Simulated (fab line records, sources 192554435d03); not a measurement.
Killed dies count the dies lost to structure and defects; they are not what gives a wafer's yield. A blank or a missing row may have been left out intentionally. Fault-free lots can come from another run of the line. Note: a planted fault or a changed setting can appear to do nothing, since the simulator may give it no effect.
fab line records :: flow n5Finfet
[record]
  lots = 5
  wafers = 15
  lastDay = 16
route steps=1938 shown BEOL_M5@1177
lots with no fault: from the same line, run without faults
startH: the number of hours between the record's first day and the start of the first shown wafer of the lot :: waitH: how many hours have passed since the lot's step before this one :: " repeats the value in the row above :: L1.1+2: several wafers, shown together as one row :: - no value present, or no start provided :: * or withheld: withheld :: < > ~ a bound
route shown NAME@n: a module of which the file shows steps, and the number in the route of the first :: usual: mean/standard deviation taken from wafers without a fault :: same: alike in all rows :: chamber/n: place in a boat :: sites: per-site readings :: _std_site: how widely they spread, as a standard deviation :: _edge_site: mean of outer sites minus mean of inner sites :: radiusMm: how far each site lies from the wafer's centre :: mask NAME#n: copy n :: behind: tool/chamber where the wafer was last shaped :: hold: the reason the lot was held/the length of the hold in hours/how it ended :: device: names the non-switching transistor (n, p or np) :: end of line: the tests these same wafers got at the end of their route :: a step given without rows: its recipe and nothing more :: killed: dies that structure and defects cost at the first sort, which is not the same as the wafer's yield :: map: dies across one wafer; x = killed, . = not, _ = none there
set.NAME: the setting the step ran with; set.NAME@STEP: the setting that earlier step ran with :: model.NAME: the simulator's own value behind a step, which no gauge read
lots at selected steps of the route; one table per step, one row per wafer
services: when a tool's chamber went out of use (startH, in hours from the record's first day, below 0 if earlier), for how many hours, and the reason
[[steps]]
[step N5_BEOL_M5_SPUTTER_81]
[recipe]
  material = Cu
  targetThkA = 150
  tempC = -20
  chamberPressurePa = 0.07
  powerW = withheld
  timeS = 27.62
[step N5_BEOL_M5_ANNEAL_82]
[recipe]
  tempC = 400
  timeS = 1800
  ambient = vacuum
[usual]
  heaterPowerW = 828/64
lot.wafer: L161.1
tool: pvdSputter-02
chamber: -
startH: 169.19
waitH: 0.0
heaterPowerW: 777

lot.wafer: L161.2
tool: pvdSputter-02
chamber: -
startH: 169.19
waitH: 0.0
heaterPowerW: 868

lot.wafer: L161.4
tool: pvdSputter-02
chamber: -
startH: 169.19
waitH: 0.0
heaterPowerW: 733

lot.wafer: L165.1
tool: pvdSputter-03
chamber: -
startH: 196.89
waitH: 0.0
heaterPowerW: 930

lot.wafer: L165.2
tool: pvdSputter-03
chamber: -
startH: 196.89
waitH: 0.0
heaterPowerW: 883

lot.wafer: L165.4
tool: pvdSputter-03
chamber: -
startH: 196.89
waitH: 0.0
heaterPowerW: 765

lot.wafer: L172.3
tool: pvdSputter-02
chamber: -
startH: 239.83
waitH: 0.0
heaterPowerW: 895

lot.wafer: L172.5
tool: pvdSputter-02
chamber: -
startH: 239.83
waitH: 0.0
heaterPowerW: 757

lot.wafer: L172.6
tool: pvdSputter-02
chamber: -
startH: 239.83
waitH: 0.0
heaterPowerW: 886

lot.wafer: L176.2
tool: pvdSputter-01
chamber: -
startH: 254.18
waitH: 0.0
heaterPowerW: 727

lot.wafer: L176.3
tool: pvdSputter-01
chamber: -
startH: 254.18
waitH: 0.0
heaterPowerW: 895

lot.wafer: L176.5
tool: pvdSputter-01
chamber: -
startH: 254.18
waitH: 0.0
heaterPowerW: 905

lot.wafer: L182.1
tool: pvdSputter-01
chamber: -
startH: 302.52
waitH: 0.0
heaterPowerW: 918

lot.wafer: L182.5
tool: pvdSputter-01
chamber: -
startH: 302.52
waitH: 0.0
heaterPowerW: 884

lot.wafer: L182.6
tool: pvdSputter-01
chamber: -
startH: 302.52
waitH: 0.0
heaterPowerW: 892
[step N5_BEOL_M5_SPUTTER_83]
[recipe]
  material = Cu
  targetThkA = 150
  tempC = -20
  chamberPressurePa = 0.07
  powerW = withheld
  timeS = 27.62
[step N5_BEOL_M5_ANNEAL_84]
[recipe]
  tempC = 400
  timeS = 1800
  ambient = vacuum
[step N5_BEOL_M5_SPUTTER_88]
[recipe]
  material = Cu
  targetThkA = 150
  tempC = -20
  chamberPressurePa = 0.07
  powerW = withheld
  timeS = 27.62
[usual]
  throttleValvePct = 29.5/1.1
lot.wafer: L161.1
tool: pvdSputter-02
chamber: -
startH: 171.28
waitH: 0.5
throttleValvePct: 28.6

lot.wafer: L161.2
tool: pvdSputter-02
chamber: -
startH: 171.28
waitH: 0.5
throttleValvePct: 29.0

lot.wafer: L161.4
tool: pvdSputter-02
chamber: -
startH: 171.28
waitH: 0.5
throttleValvePct: 30.9

lot.wafer: L165.1
tool: pvdSputter-03
chamber: -
startH: 198.98
waitH: 0.5
throttleValvePct: 28.6

lot.wafer: L165.2
tool: pvdSputter-03
chamber: -
startH: 198.98
waitH: 0.5
throttleValvePct: 29.7

lot.wafer: L165.4
tool: pvdSputter-03
chamber: -
startH: 198.98
waitH: 0.5
throttleValvePct: 29.4

lot.wafer: L172.3
tool: pvdSputter-02
chamber: -
startH: 241.92
waitH: 0.5
throttleValvePct: 29.2

lot.wafer: L172.5
tool: pvdSputter-02
chamber: -
startH: 241.92
waitH: 0.5
throttleValvePct: 30.9

lot.wafer: L172.6
tool: pvdSputter-02
chamber: -
startH: 241.92
waitH: 0.5
throttleValvePct: 29.2

lot.wafer: L176.2
tool: pvdSputter-01
chamber: -
startH: 256.27
waitH: 0.5
throttleValvePct: 28.9

lot.wafer: L176.3
tool: pvdSputter-01
chamber: -
startH: 256.27
waitH: 0.5
throttleValvePct: 29.6

lot.wafer: L176.5
tool: pvdSputter-01
chamber: -
startH: 256.27
waitH: 0.5
throttleValvePct: 29.6

lot.wafer: L182.1
tool: pvdSputter-01
chamber: -
startH: 304.61
waitH: 0.5
throttleValvePct: 29.6

lot.wafer: L182.5
tool: pvdSputter-01
chamber: -
startH: 304.61
waitH: 0.5
throttleValvePct: 30.4

lot.wafer: L182.6
tool: pvdSputter-01
chamber: -
startH: 304.61
waitH: 0.5
throttleValvePct: 29.4
[step N5_BEOL_M5_ANNEAL_89]
[recipe]
  tempC = 400
  timeS = 1800
  ambient = vacuum
[step N5_BEOL_M5_SPUTTER_90]
[recipe]
  material = Cu
  targetThkA = 45
  tempC = -20
  chamberPressurePa = 0.07
  powerW = withheld
  timeS = 8.29
[usual]
  throttleValvePct = 29.5/1.1
lot.wafer: L161.1
tool: pvdSputter-02
chamber: -
startH: 172.37
waitH: 0.5
throttleValvePct: 28.5

lot.wafer: L161.2
tool: pvdSputter-02
chamber: -
startH: 172.37
waitH: 0.5
throttleValvePct: 29.0

lot.wafer: L161.4
tool: pvdSputter-02
chamber: -
startH: 172.37
waitH: 0.5
throttleValvePct: 31.2

lot.wafer: L165.1
tool: pvdSputter-03
chamber: -
startH: 200.07
waitH: 0.5
throttleValvePct: 28.6

lot.wafer: L165.2
tool: pvdSputter-03
chamber: -
startH: 200.07
waitH: 0.5
throttleValvePct: 29.8

lot.wafer: L165.4
tool: pvdSputter-03
chamber: -
startH: 200.07
waitH: 0.5
throttleValvePct: 29.7

lot.wafer: L172.3
tool: pvdSputter-02
chamber: -
startH: 243.01
waitH: 0.5
throttleValvePct: 29.0

lot.wafer: L172.5
tool: pvdSputter-02
chamber: -
startH: 243.01
waitH: 0.5
throttleValvePct: 30.9

lot.wafer: L172.6
tool: pvdSputter-02
chamber: -
startH: 243.01
waitH: 0.5
throttleValvePct: 28.8

lot.wafer: L176.2
tool: pvdSputter-01
chamber: -
startH: 257.36
waitH: 0.5
throttleValvePct: 28.9

lot.wafer: L176.3
tool: pvdSputter-01
chamber: -
startH: 257.36
waitH: 0.5
throttleValvePct: 29.4

lot.wafer: L176.5
tool: pvdSputter-01
chamber: -
startH: 257.36
waitH: 0.5
throttleValvePct: 29.5

lot.wafer: L182.1
tool: pvdSputter-01
chamber: -
startH: 305.70
waitH: 0.5
throttleValvePct: 29.2

lot.wafer: L182.5
tool: pvdSputter-01
chamber: -
startH: 305.70
waitH: 0.5
throttleValvePct: 30.5

lot.wafer: L182.6
tool: pvdSputter-01
chamber: -
startH: 305.70
waitH: 0.5
throttleValvePct: 29.5
[step N5_BEOL_M5_ECD_50]
[recipe]
  material = Cu
  targetThkA = 3000
[step N5_BEOL_M5_ANNEAL_51]
[recipe]
  tempC = 225
  timeS = 90
  ambient = N2
[step N5_BEOL_M5_CMP_52]
[recipe]
  stopOn = SiCOH_lowk
  tOverpolishS = 6.9
  downForcePsi = 1
  platenRpm = 50
  clearingPlatenDownForcePsi = 1.5
  clearingPlatenRpm = 50
  postCmpClean = cuAlkaline
  targetThkNm = 62
  clearingPlatenPadVelocityMS = 0.99484
  padVelocityMS = 0.99484
[usual]
  barrierFieldEndpointS = 24.6/0.71
  motorCurrentA = 6.1/0.61
  overpolishRunS = 6.899/0.01
  padLifeWafers = 1095/580
  retainingRingPressureFrac = 1.000/0.0047
  slurryFilterDpKPa = 13.50/0.15
  timeToEndpointS = 61/3.8
lot.wafer: L161.2
tool: cmp-01
chamber: 3
startH: 172.87
waitH: 0.2
barrierFieldEndpointS: 25.2
motorCurrentA: 5.7
overpolishRunS: 6.891
padLifeWafers: 1482
retainingRingPressureFrac: 1.003
slurryFilterDpKPa: 13.58
timeToEndpointS: 68

lot.wafer: L161.4
tool: cmp-01
chamber: 1
startH: 172.87
waitH: 0.2
barrierFieldEndpointS: 25.0
motorCurrentA: 5.6
overpolishRunS: 6.902
padLifeWafers: 1484
retainingRingPressureFrac: 1.000
slurryFilterDpKPa: 13.52
timeToEndpointS: 61

lot.wafer: L161.1
tool: cmp-01
chamber: 2
startH: 172.87
waitH: 0.2
barrierFieldEndpointS: 26.2
motorCurrentA: 7.3
overpolishRunS: 6.904
padLifeWafers: 1485
retainingRingPressureFrac: 0.991
slurryFilterDpKPa: 13.44
timeToEndpointS: 69

lot.wafer: L165.2
tool: cmp-01
chamber: 1
startH: 200.61
waitH: 0.2
barrierFieldEndpointS: 24.4
motorCurrentA: 5.9
overpolishRunS: 6.907
padLifeWafers: 1639
retainingRingPressureFrac: 1.005
slurryFilterDpKPa: 13.28
timeToEndpointS: 58

lot.wafer: L165.4
tool: cmp-01
chamber: 2
startH: 200.61
waitH: 0.2
barrierFieldEndpointS: 26.1
motorCurrentA: 7.5
overpolishRunS: 6.904
padLifeWafers: 1640
retainingRingPressureFrac: 1.004
slurryFilterDpKPa: 13.40
timeToEndpointS: 71

lot.wafer: L165.1
tool: cmp-01
chamber: 3
startH: 200.61
waitH: 0.2
barrierFieldEndpointS: 25.5
motorCurrentA: 5.6
overpolishRunS: 6.898
padLifeWafers: 1641
retainingRingPressureFrac: 1.002
slurryFilterDpKPa: 13.56
timeToEndpointS: 67

lot.wafer: L172.3
tool: cmp-01
chamber: 3
startH: 243.89
waitH: 0.3
barrierFieldEndpointS: 24.0
motorCurrentA: 5.7
overpolishRunS: 6.895
padLifeWafers: 1982
retainingRingPressureFrac: 1.000
slurryFilterDpKPa: 13.46
timeToEndpointS: 64

lot.wafer: L172.5
tool: cmp-01
chamber: 1
startH: 243.89
waitH: 0.3
barrierFieldEndpointS: 24.0
motorCurrentA: 5.9
overpolishRunS: 6.902
padLifeWafers: -
retainingRingPressureFrac: 1.005
slurryFilterDpKPa: 13.80
timeToEndpointS: 57

lot.wafer: L172.6
tool: cmp-01
chamber: 2
startH: 243.89
waitH: 0.3
barrierFieldEndpointS: 24.7
motorCurrentA: 6.8
overpolishRunS: 6.892
padLifeWafers: -
retainingRingPressureFrac: 1.005
slurryFilterDpKPa: 13.25
timeToEndpointS: 66

lot.wafer: L176.3
tool: cmp-04
chamber: 1
startH: 257.94
waitH: 0.2
barrierFieldEndpointS: 24.0
motorCurrentA: 6.0
overpolishRunS: 6.926
padLifeWafers: 1244
retainingRingPressureFrac: 1.005
slurryFilterDpKPa: 13.35
timeToEndpointS: 59

lot.wafer: L176.2
tool: cmp-04
chamber: 2
startH: 257.94
waitH: 0.2
barrierFieldEndpointS: 24.0
motorCurrentA: 5.7
overpolishRunS: 6.911
padLifeWafers: 1245
retainingRingPressureFrac: 0.999
slurryFilterDpKPa: 13.54
timeToEndpointS: 56

lot.wafer: L176.5
tool: cmp-04
chamber: 3
startH: 257.94
waitH: 0.2
barrierFieldEndpointS: 24.0
motorCurrentA: 6.8
overpolishRunS: 6.893
padLifeWafers: -
retainingRingPressureFrac: 0.999
slurryFilterDpKPa: 13.45
timeToEndpointS: 58

lot.wafer: L182.1
tool: cmp-04
chamber: 2
startH: 306.25
waitH: 0.3
barrierFieldEndpointS: 23.8
motorCurrentA: 5.6
overpolishRunS: 6.896
padLifeWafers: 1645
retainingRingPressureFrac: 1.002
slurryFilterDpKPa: 13.33
timeToEndpointS: 60

lot.wafer: L182.5
tool: cmp-04
chamber: 1
startH: 306.25
waitH: 0.3
barrierFieldEndpointS: 23.5
motorCurrentA: 6.4
overpolishRunS: 6.891
padLifeWafers: -
retainingRingPressureFrac: 0.998
slurryFilterDpKPa: 13.36
timeToEndpointS: 59

lot.wafer: L182.6
tool: cmp-04
chamber: 2
startH: 306.25
waitH: 0.3
barrierFieldEndpointS: 24.4
motorCurrentA: 5.7
overpolishRunS: 6.892
padLifeWafers: -
retainingRingPressureFrac: 1.003
slurryFilterDpKPa: 13.39
timeToEndpointS: 57
[step N5_BEOL_M5_THK_MEAS_53]
[recipe]
  thkMeasGauge = xrf
  reads = Cu_of_BEOL_M5_ECD_50
[usual]
  M5_THK = 62.1/1.8
lot.wafer: L161.1
tool: filmMetro-01
chamber: -
startH: 173.16
waitH: -
M5_THK[nm]: 64.8

lot.wafer: L161.2
tool: filmMetro-01
chamber: -
startH: 173.16
waitH: -
M5_THK[nm]: 62.9

lot.wafer: L161.4
tool: filmMetro-01
chamber: -
startH: 173.16
waitH: -
M5_THK[nm]: 59.9

lot.wafer: L165.1
tool: filmMetro-02
chamber: -
startH: 200.86
waitH: -
M5_THK[nm]: 63.8

lot.wafer: L165.2
tool: filmMetro-02
chamber: -
startH: 200.86
waitH: -
M5_THK[nm]: 61.7

lot.wafer: L165.4
tool: filmMetro-02
chamber: -
startH: 200.86
waitH: -
M5_THK[nm]: 66.1

lot.wafer: L172.3
tool: filmMetro-02
chamber: -
startH: 244.11
waitH: -
M5_THK[nm]: 62.3

lot.wafer: L172.5
tool: filmMetro-02
chamber: -
startH: 244.11
waitH: -
M5_THK[nm]: 61.4

lot.wafer: L172.6
tool: filmMetro-02
chamber: -
startH: 244.11
waitH: -
M5_THK[nm]: 61.8

lot.wafer: L176.2
tool: filmMetro-02
chamber: -
startH: 258.16
waitH: -
M5_THK[nm]: 62.1

lot.wafer: L176.3
tool: filmMetro-02
chamber: -
startH: 258.16
waitH: -
M5_THK[nm]: 63.1

lot.wafer: L176.5
tool: filmMetro-02
chamber: -
startH: 258.16
waitH: -
M5_THK[nm]: 63.3

lot.wafer: L182.1
tool: filmMetro-01
chamber: -
startH: 306.51
waitH: -
M5_THK[nm]: 60.4

lot.wafer: L182.5
tool: filmMetro-01
chamber: -
startH: 306.51
waitH: -
M5_THK[nm]: 60.5

lot.wafer: L182.6
tool: filmMetro-01
chamber: -
startH: 306.51
waitH: -
M5_THK[nm]: 59.5
[step N5_BEOL_M5_PRE_CLEAN_77]
[recipe]
  gas = NH3/H2
  timeS = 15
  tempC = *
  rfPowerW = 300
[usual]
  heaterPowerW = 75/11
lot.wafer: L161.1
tool: cvdCo-01
chamber: 2
startH: 173.20
waitH: 0.0
heaterPowerW: 79

lot.wafer: L161.2
tool: cvdCo-01
chamber: 1
startH: 173.20
waitH: 0.0
heaterPowerW: 54

lot.wafer: L161.4
tool: cvdCo-01
chamber: 0
startH: 173.20
waitH: 0.0
heaterPowerW: 65

lot.wafer: L165.1
tool: cvdCo-02
chamber: 1
startH: 200.90
waitH: 0.0
heaterPowerW: 89

lot.wafer: L165.2
tool: cvdCo-02
chamber: 0
startH: 200.90
waitH: 0.0
heaterPowerW: 75

lot.wafer: L165.4
tool: cvdCo-02
chamber: 2
startH: 200.90
waitH: 0.0
heaterPowerW: 82

lot.wafer: L172.3
tool: cvdCo-02
chamber: 0
startH: 244.15
waitH: 0.0
heaterPowerW: 75

lot.wafer: L172.5
tool: cvdCo-02
chamber: 1
startH: 244.15
waitH: 0.0
heaterPowerW: 88

lot.wafer: L172.6
tool: cvdCo-02
chamber: 0
startH: 244.15
waitH: 0.0
heaterPowerW: 76

lot.wafer: L176.2
tool: cvdCo-01
chamber: 2
startH: 258.19
waitH: 0.0
heaterPowerW: 79

lot.wafer: L176.3
tool: cvdCo-01
chamber: 0
startH: 258.19
waitH: 0.0
heaterPowerW: 68

lot.wafer: L176.5
tool: cvdCo-01
chamber: 2
startH: 258.19
waitH: 0.0
heaterPowerW: 79

lot.wafer: L182.1
tool: cvdCo-02
chamber: 2
startH: 306.55
waitH: 0.0
heaterPowerW: 82

lot.wafer: L182.5
tool: cvdCo-02
chamber: 0
startH: 306.55
waitH: 0.0
heaterPowerW: 76

lot.wafer: L182.6
tool: cvdCo-02
chamber: 2
startH: 306.55
waitH: 0.0
heaterPowerW: 84
[step N5_BEOL_M5_CO_CAP_78]
[recipe]
  material = Co
  targetThkA = 20
  tempC = 200
  precursor = CCTBA/H2
  pressureTorr = 30
  timeS = 102.1
[usual]
  heaterPowerW = 223/14
  runLengthS = 125.0/0.67
lot.wafer: L161.1
tool: cvdCo-01
chamber: 2
startH: 173.24
waitH: 0.0
heaterPowerW: 223
runLengthS: 124.8
model.Co_of_BEOL_M5_CO_CAP_78.thkNm: 2

lot.wafer: L161.2
tool: cvdCo-01
chamber: 1
startH: 173.24
waitH: 0.0
heaterPowerW: 203
runLengthS: 126.3
model.Co_of_BEOL_M5_CO_CAP_78.thkNm: 2

lot.wafer: L161.4
tool: cvdCo-01
chamber: 0
startH: 173.24
waitH: 0.0
heaterPowerW: 216
runLengthS: 124.8
model.Co_of_BEOL_M5_CO_CAP_78.thkNm: 2

lot.wafer: L165.1
tool: cvdCo-02
chamber: 1
startH: 200.94
waitH: 0.0
heaterPowerW: 239
runLengthS: 123.7
model.Co_of_BEOL_M5_CO_CAP_78.thkNm: 2

lot.wafer: L165.2
tool: cvdCo-02
chamber: 0
startH: 200.94
waitH: 0.0
heaterPowerW: 218
runLengthS: 125.7
model.Co_of_BEOL_M5_CO_CAP_78.thkNm: 2

lot.wafer: L165.4
tool: cvdCo-02
chamber: 2
startH: 200.94
waitH: 0.0
heaterPowerW: 234
runLengthS: 124.9
model.Co_of_BEOL_M5_CO_CAP_78.thkNm: 2.2

lot.wafer: L172.3
tool: cvdCo-02
chamber: 0
startH: 244.19
waitH: 0.0
heaterPowerW: 222
runLengthS: 125.5
model.Co_of_BEOL_M5_CO_CAP_78.thkNm: 2

lot.wafer: L172.5
tool: cvdCo-02
chamber: 1
startH: 244.19
waitH: 0.0
heaterPowerW: 233
runLengthS: 166.2
model.Co_of_BEOL_M5_CO_CAP_78.thkNm: 3

lot.wafer: L172.6
tool: cvdCo-02
chamber: 0
startH: 244.19
waitH: 0.0
heaterPowerW: 224
runLengthS: 125.4
model.Co_of_BEOL_M5_CO_CAP_78.thkNm: 1.8

lot.wafer: L176.2
tool: cvdCo-01
chamber: 2
startH: 258.23
waitH: 0.0
heaterPowerW: 223
runLengthS: 124.7
model.Co_of_BEOL_M5_CO_CAP_78.thkNm: 1.8

lot.wafer: L176.3
tool: cvdCo-01
chamber: 0
startH: 258.23
waitH: 0.0
heaterPowerW: 216
runLengthS: 125.1
model.Co_of_BEOL_M5_CO_CAP_78.thkNm: 2

lot.wafer: L176.5
tool: cvdCo-01
chamber: 2
startH: 258.23
waitH: 0.0
heaterPowerW: 231
runLengthS: 124.5
model.Co_of_BEOL_M5_CO_CAP_78.thkNm: 2

lot.wafer: L182.1
tool: cvdCo-02
chamber: 2
startH: 306.59
waitH: 0.0
heaterPowerW: 235
runLengthS: 124.6
model.Co_of_BEOL_M5_CO_CAP_78.thkNm: 2

lot.wafer: L182.5
tool: cvdCo-02
chamber: 0
startH: 306.59
waitH: 0.0
heaterPowerW: 228
runLengthS: 125.2
model.Co_of_BEOL_M5_CO_CAP_78.thkNm: 2

lot.wafer: L182.6
tool: cvdCo-02
chamber: 2
startH: 306.59
waitH: 0.0
heaterPowerW: 233
runLengthS: 124.8
model.Co_of_BEOL_M5_CO_CAP_78.thkNm: 2
[step N5_BEOL_M5_PRE_CLEAN_55]
[recipe]
  gas = NH3
  timeS = 15
  tempC = withheld
  rfPowerW = 300
[[services]]
tool: cvdCo-01
chamber: 2
startH: 164.89
hours: 2.3
kind: repair

tool: cmp-01
chamber: -
startH: 167.23
hours: 2.6
kind: repair

tool: cmp-04
chamber: -
startH: 170.48
hours: 3.3
kind: repair

tool: cmp-01
chamber: -
startH: 176.94
hours: 11.4
kind: pm

tool: cmp-04
chamber: -
startH: 187.98
hours: 1.9
kind: repair

tool: cvdCo-01
chamber: 0
startH: 192.50
hours: 9.5
kind: repair

tool: cmp-01
chamber: -
startH: 246.07
hours: 4.0
kind: pm

tool: cmp-01
chamber: -
startH: 250.07
hours: -
kind: consumableReplace:conditioner

tool: cmp-01
chamber: -
startH: 250.07
hours: -
kind: consumableReplace:pad

tool: cmp-01
chamber: -
startH: 266.75
hours: 7.0
kind: pm

tool: cmp-01
chamber: -
startH: 275.51
hours: 1.6
kind: repair

tool: pvdSputter-02
chamber: -
startH: 284.61
hours: 5.1
kind: repair

tool: cvdCo-01
chamber: 1
startH: 304.91
hours: 16.1
kind: repair
[[key]]
[firstSign]
  step = N5_BEOL_M5_CO_CAP_78
  reading = runLengthS
  direction = up
  sigmas = 62
  usual = *
  struck = *
effect none on later readings
[modelEffect]
  step = N5_BEOL_M5_CO_CAP_78
  value = Co_of_BEOL_M5_CO_CAP_78.thkNm
  without = 2.2
  struck = 3
metAt N5_BEOL_M5_CO_CAP_78
struckWafers L172.5
onsetBetween 200.94 244.19
[fault]
  kind = processParameterDrift
  tool = cvdCo-02
  chamber = -
  onsetH = 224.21
  steps = N5_BEOL_M5_CO_CAP_78
  channel = timeS
  offset = *
  shape = step
  endH = 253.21
  scope = struckWafersOnly
  actsIn = *
  stated = *
